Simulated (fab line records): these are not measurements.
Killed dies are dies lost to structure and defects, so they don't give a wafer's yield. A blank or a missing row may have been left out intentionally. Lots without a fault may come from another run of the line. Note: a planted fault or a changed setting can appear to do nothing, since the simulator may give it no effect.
Matching of chambers    flow nandHarc    NHARC_A_WL_FILL_ETCHBACK_26 on rieSi-01: 4 sister chambers
The step etches the open film in HBr, target depth 52 nm, time 13.3 s. 14 wafers are shown with their chamber, then 7 later ones without.

## WAFERS WITH THEIR CHAMBER
wafer   chamber  drypumpMotorCurrentA (A)  chamberPressureMTorr (mTorr)  oesProductAu (a.u.)
L078.1  2        6.5                       14.984                        1.017
L078.2  3        5.8                       15.002                        1.006
L078.6  1        5.1                       15.014                        0.992
L077.1  3        5.8                       14.992                        0.988
L077.2  1        5.1                       14.989                        0.990
L077.3  0        5.9                       14.999                        1.006
L084.1  2        6.5                       14.991                        0.983
L084.4  0        5.9                       14.988                        0.991
L084.6  2        6.5                       14.978                        0.982
L085.1  1        5.1                       14.993                        0.984
L085.2  3        5.8                       15.002                        0.996
L085.5  2        6.5                       14.979                        0.982
L093.4  0        5.8                       15.014                        1.010
L093.5  2        6.5                       14.982                        0.999

SIGNATURES, as means of the wafers listed above
reading               chamber 0  chamber 1  chamber 2  chamber 3  scatter within a chamber
drypumpMotorCurrentA  5.867      5.100      6.500      5.800      0.0258
chamberPressureMTorr  15.00033   14.99867   14.98280   14.99867   0.00935
oesProductAu          1.00233    0.98867    0.99260    0.99667    0.0116
Rule: a wafer lies at a distance from a chamber equal to the root of the sum of squares, over the readings, of (its reading less the chamber's mean, divided by the reading's scatter). If the next closest chamber is less than 2 further off than the closest, the wafer can't be placed; otherwise it belongs to the closest. How the scatter is found: for the shown wafers, subtract from each reading the mean of its chamber, square and add these, divide the total by (wafers less chambers), then take the root.

## WAFERS WITH NO CHAMBER GIVEN
wafer   drypumpMotorCurrentA (A)  chamberPressureMTorr (mTorr)  oesProductAu (a.u.)
L093.6  5.1                       15.005                        0.994
L094.1  5.1                       15.000                        0.991
L094.3  5.8                       15.001                        0.984
L094.6  5.8                       14.993                        0.991
L097.3  5.1                       14.999                        0.993
L097.4  5.8                       14.995                        0.995
L097.6  5.1                       14.989                        1.004

## THE CHAMBER EACH PASSED THROUGH
wafer   from the rows above      in truth
L093.6  1                        1
L094.1  1                        1
L094.3  can't be placed: 3 or 0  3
L094.6  3                        3
L097.3  1                        1
L097.4  3                        3
L097.6  1                        1
6 of 7 placed correctly. These rows do not allow placing 1 (true chamber among the candidates in 1). 0 placed wrongly.
